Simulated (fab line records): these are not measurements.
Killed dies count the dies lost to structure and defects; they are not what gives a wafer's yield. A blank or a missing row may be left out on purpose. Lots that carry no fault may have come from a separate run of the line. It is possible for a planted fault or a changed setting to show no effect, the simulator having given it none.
fab line records	flow n5_finfet
record: lots: 10	wafers: 30	last_day: 19
route steps=1938 shown DUMMY_GATE@245 SD_EPI_N@267 PASSIVATION@1936
lots that met no fault: taken from a fault-free run of the same line
start_h: the number of hours between the record's first day and the start of the first shown wafer of the lot	wait_h: how many hours have passed since the lot's step before this one	" as in the row above	L1.1+2: one row covering several wafers at once	- value missing, or start not given	* or withheld: withheld	< > ~ a bound
route shown NAME@n: NAME is a module with steps in the file, n the number in the route of the first one	usual: mean and standard deviation over wafers with no fault	same: alike in all rows	chamber/n: place in a boat	sites: the reading at each site	_std_site: standard deviation of those values	_edge_site: mean of outer sites minus mean of inner sites	radius_mm: for every site, how far away it sits from the centre of the wafer	mask NAME#n: copy n	behind: tool/chamber where the wafer was last shaped	hold: reason for holding the lot/hours on hold/outcome of the hold	device: transistor that didn't switch, given as n, p or np	end of line: tests run on the same wafers once the route is complete	step lacking rows: just its recipe	killed: dies lost to structure and defects at the first sort, not the wafer's yield	map: per-die view of a wafer (x killed, . not killed, _ where there is no die)
set.NAME: the run value of the setting; set.NAME@STEP: its run value at that earlier step	model.NAME: the simulator's own value behind a step, which no gauge read
route steps across a sampled set of lots; one table per step, one row per wafer
services: the hour from which a tool's chamber was out of use, counted from the record's first day as start_h (under 0 if before that day), plus the number of hours and why
== steps ==
step: N5_DUMMY_GATE_HM_OPEN_21
recipe: chemistry: CH3F/O2	target: SiNx	target_depth_a: 1200	Ar_flow_sccm: 150	CH3F_flow_sccm: 30	O2_flow_sccm: 23	time_s: 171.4	pressure_mtorr: 30	source_w: 395	bias_w: 73	ion_energy_ev: 120.7
usual: O2_flow_sccm: 22.99/0.067	drypump_motor_current_A: 5.7/0.37	oes_ar_750_au: 0.77/0.064	oes_product_au: 0.77/0.067	rf_vpp_V: 300/4.3	showerhead_plenum_p_Torr: 2.02/0.067	throttle_valve_pct: 16.61/0.23
lot.wafer	tool	chamber	start_h	wait_h	O2_flow_sccm	drypump_motor_current_A	oes_ar_750_au	oes_product_au	rf_hours_counter_h	rf_vpp_V	showerhead_plenum_p_Torr	throttle_valve_pct
L860.2	rie_diel-01	2	52.86	0.0	22.99	5.5	0.77	0.77	128	300	2.09	16.67
L860.3	"	0	"	"	22.98	5.7	0.75	0.75	149	298	2.03	16.67
L860.6	"	0	"	"	23.01	5.7	0.75	0.76	-	301	2.03	16.67
L861.2	rie_diel-01	0	53.18	0.0	23.04	5.7	0.76	0.75	149	299	2.03	16.68
L861.3	"	1	"	"	22.92	6.0	0.78	0.77	148	301	2.02	16.68
L861.5	"	0	"	"	22.92	5.7	0.75	0.75	-	298	2.03	16.68
L867.2	rie_diel-01	2	87.76	0.0	22.96	5.5	0.77	0.76	139	300	2.09	16.71
L867.3	"	0	"	"	22.84	5.8	0.75	0.75	157	299	2.03	16.68
L867.5	"	0	"	"	22.92	5.8	0.75	0.75	-	298	2.03	16.69
L868.4	rie_diel-02	1	97.45	0.0	23.00	5.6	0.73	0.74	160	302	2.10	16.64
L868.5	"	3	"	"	22.99	5.0	0.68	0.68	-	303	1.92	17.05
L868.6	"	2	"	"	23.11	5.6	0.75	0.74	-	290	2.02	16.75
L871.2	rie_diel-02	0	115.22	0.0	22.94	5.8	0.88	0.88	34	301	1.98	16.05
L871.3	"	2	"	"	22.93	5.6	0.76	0.73	175	291	2.01	16.78
L871.6	"	0	"	"	22.95	5.8	0.88	0.88	-	300	1.98	16.04
L872.2	rie_diel-01	0	119.52	0.0	22.99	5.8	0.74	0.73	167	298	2.03	16.69
L872.3	"	3	"	"	22.99	6.4	0.74	0.75	163	302	1.92	16.48
L872.4	"	2	"	"	22.96	5.5	0.75	0.74	149	300	2.08	16.75
L874.2	rie_diel-02	1	133.58	0.0	22.95	5.6	0.73	0.74	173	304	2.10	16.67
L874.5	"	3	"	"	22.85	5.0	0.98	0.99	-	306	2.17	16.56
L874.6	"	0	"	"	22.92	5.8	0.88	0.87	-	302	1.98	16.07
L881.1	rie_diel-02	1	173.13	0.0	23.10	5.6	0.71	0.73	185	303	2.09	16.69
L881.4	"	0	"	"	23.05	5.8	0.85	0.85	52	301	1.97	16.09
L881.5	"	0	"	"	23.00	5.8	0.85	0.86	-	301	1.97	16.08
L882.3	rie_diel-01	3	184.66	0.0	22.96	6.5	0.72	0.73	184	300	1.92	16.53
L882.5	"	3	"	"	22.91	6.4	0.72	0.73	-	303	1.92	16.53
L882.6	"	0	"	"	22.93	5.7	0.72	0.71	-	299	2.02	16.74
L883.1	rie_diel-02	2	186.54	0.0	23.07	5.6	0.74	0.72	196	292	2.01	16.81
L883.5	"	3	"	"	22.98	5.1	0.93	0.94	-	308	2.17	16.56
L883.6	"	0	"	"	23.00	5.8	0.85	0.86	-	302	1.97	16.09
step: N5_SD_EPI_N_EXPOSE_06
recipe: mask_id: SD_N_BLK	na: 1.35	source_shape: conventional	sigma_outer: 0.8	polarization: unpolarized	target_cd_nm: 120	dose_mj: 39.75
usual: exposure_dose_mJ_cm2: 39.72/0.038
lot.wafer	tool	chamber	start_h	wait_h	mask	exposure_dose_mJ_cm2
L860.2	arfi_scanner-02	0	54.51	-	SD_N_BLK#0	39.75
L860.3	"	0	"	"	SD_N_BLK#0	39.72
L860.6	"	0	"	"	SD_N_BLK#0	39.72
L861.2	arfi_scanner-01	0	55.17	-	SD_N_BLK#0	39.73
L861.3	"	0	"	"	SD_N_BLK#0	39.79
L861.5	"	0	"	"	SD_N_BLK#0	39.81
L867.2	arfi_scanner-01	0	89.16	-	SD_N_BLK#0	39.74
L867.3	"	0	"	"	SD_N_BLK#0	39.71
L867.5	"	0	"	"	SD_N_BLK#0	39.75
L868.4	arfi_scanner-02	0	99.26	-	SD_N_BLK#0	39.71
L868.5	"	0	"	"	SD_N_BLK#0	39.71
L868.6	"	0	"	"	SD_N_BLK#0	39.76
L871.2	arfi_scanner-03	0	116.63	-	SD_N_BLK#0	39.76
L871.3	"	0	"	"	SD_N_BLK#0	39.70
L871.6	"	0	"	"	SD_N_BLK#0	39.73
L872.2	arfi_scanner-01	0	121.05	-	SD_N_BLK#0	39.67
L872.3	"	0	"	"	SD_N_BLK#0	39.64
L872.4	"	0	"	"	SD_N_BLK#0	39.66
L874.2	arfi_scanner-01	0	135.41	-	SD_N_BLK#0	39.70
L874.5	"	0	"	"	SD_N_BLK#0	39.75
L874.6	"	0	"	"	SD_N_BLK#0	39.73
L881.1	arfi_scanner-02	0	174.54	-	SD_N_BLK#0	36.77
L881.4	"	0	"	"	SD_N_BLK#0	36.78
L881.5	"	0	"	"	SD_N_BLK#0	36.71
L882.3	arfi_scanner-02	0	186.07	-	SD_N_BLK#0	37.35
L882.5	"	0	"	"	SD_N_BLK#0	37.35
L882.6	"	0	"	"	SD_N_BLK#0	37.35
L883.1	arfi_scanner-01	0	188.96	-	SD_N_BLK#0	39.75
L883.5	"	0	"	"	SD_N_BLK#0	39.76
L883.6	"	0	"	"	SD_N_BLK#0	39.78
step: N5_SD_EPI_N_CD_MEAS_09
recipe: target_cd_nm: 120	landing_energy_ev: 500	detector: se_inlens
usual: cd_nm: 120.5/0.69
lot.wafer	tool	chamber	start_h	wait_h	cd_nm
L860.2	cd_sem-02	0	54.63	-	120.8
L860.3	"	0	"	"	119.2
L860.6	"	0	"	"	119.8
L861.2	cd_sem-01	0	55.28	-	122.3
L861.3	"	0	"	"	121.7
L861.5	"	0	"	"	121.3
L867.2	cd_sem-01	0	89.28	-	119.5
L867.3	"	0	"	"	119.7
L867.5	"	0	"	"	120.1
L868.4	cd_sem-03	0	99.37	-	121.4
L868.5	"	0	"	"	121.7
L868.6	"	0	"	"	120.4
L871.2	cd_sem-03	0	116.75	-	119.5
L871.3	"	0	"	"	120.5
L871.6	"	0	"	"	120.1
L872.2	cd_sem-01	0	121.17	-	120.0
L872.3	"	0	"	"	120.8
L872.4	"	0	"	"	121.0
L874.2	cd_sem-02	0	135.53	-	119.0
L874.5	"	0	"	"	119.8
L874.6	"	0	"	"	120.4
L881.1	cd_sem-02	0	174.66	-	115.3
L881.4	"	0	"	"	115.2
L881.5	"	0	"	"	115.7
L882.3	cd_sem-03	0	186.18	-	115.7
L882.5	"	0	"	"	116.3
L882.6	"	0	"	"	115.9
L883.1	cd_sem-02	0	189.09	-	120.7
L883.5	"	0	"	"	119.9
L883.6	"	0	"	"	119.8
step: N5_SD_EPI_N_ETCH_35
recipe: chemistry: N2/H2	target: SOC	overetch_a: 1080	mask_material: SiARC	temp_c: 40	ion_energy_ev: 100	source_w: 3000	bias_w: 133	pressure_mtorr: 20	time_s: 486	n2_flow_sccm: 200	h2_flow_sccm: 200
usual: drypump_motor_current_A: 5.74/0.27	oes_product_au: 0.72/0.087	rf_vpp_V: 241.1/1.4	showerhead_plenum_p_Torr: 2.57/0.086	throttle_valve_pct: 23.8/0.36
lot.wafer	tool	chamber	start_h	wait_h	drypump_motor_current_A	oes_product_au	rf_hours_counter_h	rf_vpp_V	showerhead_plenum_p_Torr	throttle_valve_pct
L860.2	rie_diel-06	0	54.81	0.0	5.59	0.83	8	243.8	2.72	23.8
L860.3	"	3	"	"	5.28	0.65	209	242.9	2.61	23.7
L860.6	"	0	"	"	5.58	0.83	-	242.0	2.72	23.8
L861.2	rie_diel-05	2	55.46	0.0	6.15	0.82	23	241.5	2.60	23.9
L861.3	"	3	"	"	5.89	0.64	205	240.2	2.52	24.3
L861.5	"	0	"	"	5.56	0.74	-	243.5	2.57	23.4
L867.2	rie_diel-05	1	89.46	0.0	5.82	0.62	241	242.5	2.60	23.4
L867.3	"	0	"	"	5.58	0.73	80	242.7	2.56	23.4
L867.5	"	3	"	"	5.85	0.63	-	239.8	2.52	24.3
L868.4	rie_diel-06	0	99.55	0.0	5.59	0.79	25	242.1	2.71	23.8
L868.5	"	2	"	"	5.78	0.83	-	243.0	2.70	23.2
L868.6	"	3	"	"	5.28	0.63	-	242.3	2.61	23.7
L871.2	rie_diel-05	2	117.11	0.0	6.14	0.78	46	241.6	2.59	23.9
L871.3	"	3	"	"	5.86	0.63	229	240.7	2.51	24.3
L871.6	"	2	"	"	6.15	0.78	-	242.5	2.59	23.9
L872.2	rie_diel-05	0	121.88	0.0	5.57	0.72	92	241.1	2.56	23.4
L872.3	"	3	"	"	5.87	0.63	231	240.6	2.51	24.3
L872.4	"	3	"	"	5.87	0.63	-	240.4	2.51	24.3
L874.2	rie_diel-06	2	135.70	0.0	5.80	0.80	24	242.9	2.69	23.2
L874.5	"	0	"	"	5.60	0.77	-	243.1	2.71	23.9
L874.6	"	1	"	"	5.60	0.77	-	239.5	2.48	23.9
L881.1	rie_diel-05	3	174.84	0.0	5.94	0.61	253	239.6	2.50	24.3
L881.4	"	2	"	"	6.16	0.75	70	241.5	2.58	24.0
L881.5	"	2	"	"	6.14	0.75	-	242.6	2.58	24.0
L882.3	rie_diel-04	3	186.36	0.0	6.02	0.78	47	241.3	2.70	23.8
L882.5	"	3	"	"	6.03	0.77	-	242.0	2.70	23.8
L882.6	"	0	"	"	5.40	0.62	-	241.6	2.50	23.9
L883.1	rie_diel-04	3	189.44	0.0	6.04	0.77	48	243.6	2.70	23.8
L883.5	"	0	"	"	5.47	0.62	-	240.2	2.50	24.0
L883.6	"	3	"	"	6.03	0.77	-	243.5	2.71	23.8
step: N5_SD_EPI_N_ETCHBACK_44
recipe: chemistry: CH3F/O2	mode: anisotropic_etchback	target: SiNx	target_depth_a: 145	stop_on: SiO2	over_etch_frac: 0.3	ion_energy_ev: 120	pressure_mtorr: 30	source_w: 395	bias_w: 73	Ar_flow_sccm: 150	CH3F_flow_sccm: 30	O2_flow_sccm: 20
usual: O2_flow_sccm: 19.99/0.056	drypump_motor_current_A: 5.73/0.27	oes_ar_750_au: 0.80/0.096	oes_product_au: 0.69/0.083	rf_vpp_V: 298/5.8	showerhead_plenum_p_Torr: 2.03/0.067	throttle_valve_pct: 16.31/0.27
same: over_etch_frac: 0.3
lot.wafer	tool	chamber	start_h	wait_h	O2_flow_sccm	drypump_motor_current_A	oes_ar_750_au	oes_product_au	rf_hours_counter_h	rf_vpp_V	showerhead_plenum_p_Torr	throttle_valve_pct
L860.2	rie_diel-06	0	55.13	0.0	20.00	5.59	0.92	0.80	8	297	2.13	16.23
L860.3	"	3	"	"	19.99	5.27	0.74	0.62	209	292	2.07	16.22
L860.6	"	0	"	"	19.90	5.56	0.92	0.80	-	297	2.13	16.25
L861.2	rie_diel-05	2	55.79	0.0	19.98	6.12	0.91	0.78	24	294	2.04	16.37
L861.3	"	3	"	"	19.96	5.94	0.71	0.61	206	291	2.00	16.60
L861.5	"	0	"	"	20.06	5.58	0.82	0.71	-	298	2.02	15.95
L867.2	rie_diel-05	1	89.78	0.0	20.04	5.80	0.69	0.59	241	297	2.05	16.24
L867.3	"	0	"	"	20.02	5.62	0.81	0.70	80	298	2.02	15.98
L867.5	"	3	"	"	19.95	5.95	0.71	0.60	-	291	1.99	16.59
L868.4	rie_diel-06	0	99.87	0.0	19.93	5.57	0.88	0.76	25	298	2.13	16.28
L868.5	"	2	"	"	19.84	5.76	0.94	0.79	-	308	2.15	15.97
L868.6	"	3	"	"	20.04	5.26	0.72	0.60	-	292	2.07	16.26
L871.2	rie_diel-05	2	117.43	0.0	19.93	6.13	0.86	0.74	47	293	2.03	16.40
L871.3	"	3	"	"	19.92	5.91	0.70	0.60	229	290	1.99	16.64
L871.6	"	2	"	"	19.95	6.14	0.86	0.74	-	293	2.03	16.40
L872.2	rie_diel-05	0	122.20	0.0	20.01	5.59	0.80	0.69	92	298	2.02	15.99
L872.3	"	3	"	"	19.91	5.88	0.70	0.60	232	289	1.99	16.66
L872.4	"	3	"	"	19.99	5.83	0.70	0.60	-	290	1.99	16.65
L874.2	rie_diel-06	2	136.03	0.0	19.94	5.72	0.90	0.76	24	308	2.14	15.98
L874.5	"	0	"	"	20.00	5.56	0.85	0.74	-	297	2.12	16.30
L874.6	"	1	"	"	20.03	5.61	0.86	0.73	-	303	1.96	16.13
L881.1	rie_diel-05	3	175.16	0.0	20.04	5.95	0.69	0.59	253	290	1.98	16.70
L881.4	"	2	"	"	19.96	6.12	0.84	0.72	70	295	2.02	16.46
L881.5	"	2	"	"	19.96	6.16	0.84	0.72	-	293	2.02	16.45
L882.3	rie_diel-04	3	186.68	0.0	20.10	6.03	0.86	0.74	47	310	2.13	16.30
L882.5	"	3	"	"	20.07	6.01	0.86	0.73	-	310	2.13	16.31
L882.6	"	0	"	"	20.00	5.45	0.68	0.59	-	302	1.98	16.37
L883.1	rie_diel-04	3	189.76	0.0	20.04	6.04	0.85	0.75	48	311	2.13	16.30
L883.5	"	0	"	"	20.04	5.44	0.67	0.58	-	300	1.98	16.38
L883.6	"	3	"	"	19.93	6.02	0.85	0.74	-	309	2.13	16.31
step: N5_PASSIVATION_PROBE_49
usual: killed_at_M0_to_M3: 36/11	killed_at_M4_up: 14/5.2	killed_at_contacts: 12/6.1	killed_at_front_end: 40/12	killed_at_other: 3.2/2.5	killed_dies: 105/16	killed_open: 68/12	killed_short: 35/8.7
same: gross_dies: 1180	killed_at_back_side: 0
lot.wafer	tool	chamber	start_h	wait_h	killed_at_M0_to_M3	killed_at_M4_up	killed_at_contacts	killed_at_front_end	killed_at_other	killed_dies	killed_open	killed_short
L881.4	prober-01	-	453.40	0.2	54	9	21	28	2	114	64	45
killed by level:class
L881.4 MOL_CONTACT_COAG:geometric_particle:open=15 BEOL_M0_SAQP:geometric_particle:short=13 BEOL_M1:geometric_particle:open=11 BEOL_M0_SAQP:geometric_particle:open=10 BEOL_M1:geometric_particle:short=7 FIN_SAQP:geometric_particle:open=6 MOL_CONTACT_COAG:geometric_particle:short=5 DUMMY_GATE:geometric_particle:open=5
== services ==
tool	chamber	start_h	hours	kind
rie_diel-05	2	33.92	5.1	repair
rie_diel-05	3	34.05	15.0	repair
arfi_scanner-01	-	35.42	4.9	pm
rie_diel-04	1	43.45	2.5	repair
rie_diel-04	-	48.49	0.8	repair
rie_diel-05	1	51.58	5.4	repair
arfi_scanner-01	-	60.17	1.0	pm
rie_diel-01	1	60.30	3.8	repair
arfi_scanner-01	-	73.20	1.3	pm
rie_diel-05	3	87.35	1.4	repair
rie_diel-02	2	88.89	6.0	repair
arfi_scanner-02	-	101.35	0.4	repair
arfi_scanner-02	-	117.24	0.8	pm
arfi_scanner-01	-	119.73	1.0	pm
rie_diel-04	0	120.85	5.2	repair
arfi_scanner-02	-	121.50	1.3	pm
arfi_scanner-02	-	123.74	2.2	repair
rie_diel-01	1	129.06	5.2	repair
arfi_scanner-01	-	134.28	0.8	pm
rie_diel-01	1	149.61	2.3	repair
arfi_scanner-02	-	150.21	4.9	pm
rie_diel-01	2	150.61	2.8	repair
arfi_scanner-02	-	155.45	1.0	pm
arfi_scanner-02	-	164.17	0.4	repair
== key ==
first_sign: step: N5_SD_EPI_N_EXPOSE_06	reading: exposure_dose_mJ_cm2	direction: down	sigmas: 71	usual: 39.72	struck: 37.05
effect: step: N5_SD_EPI_N_CD_MEAS_09	reading: cd_nm	direction: down	sigmas: 6.9	usual: 120.5	struck: 115.7	through: control_loop
met_at N5_SD_EPI_N_EXPOSE_06
struck_lots L881,L882
tester_left_out L881,L882
loop_trim: step: N5_SD_EPI_N_EXPOSE_06	setting: dose	lots: L882
not_acting_at N5_DUMMY_GATE_HM_OPEN_21,N5_SD_EPI_N_ETCH_35,N5_SD_EPI_N_ETCHBACK_44
onset_between 99.26 174.54
fault: kind: process_parameter_drift	tool: arfi_scanner-02	chamber: -	onset_h: 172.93	steps: N5_SD_EPI_N_EXPOSE_06	channel: dose_mj	offset: -2.9829	shape: step	acts_in: these_recipes_only	stated: 39.75
tester_left_out: of these lots the tester's yield and bins aren't shown, on N5 and GAA mostly nor the transistor test; their killed dies are dies lost to structure and defects alone, not to doping, threshold or leakage, so they don't give the yield
loop_trim: a control loop set the setting to another value than it would have without faults
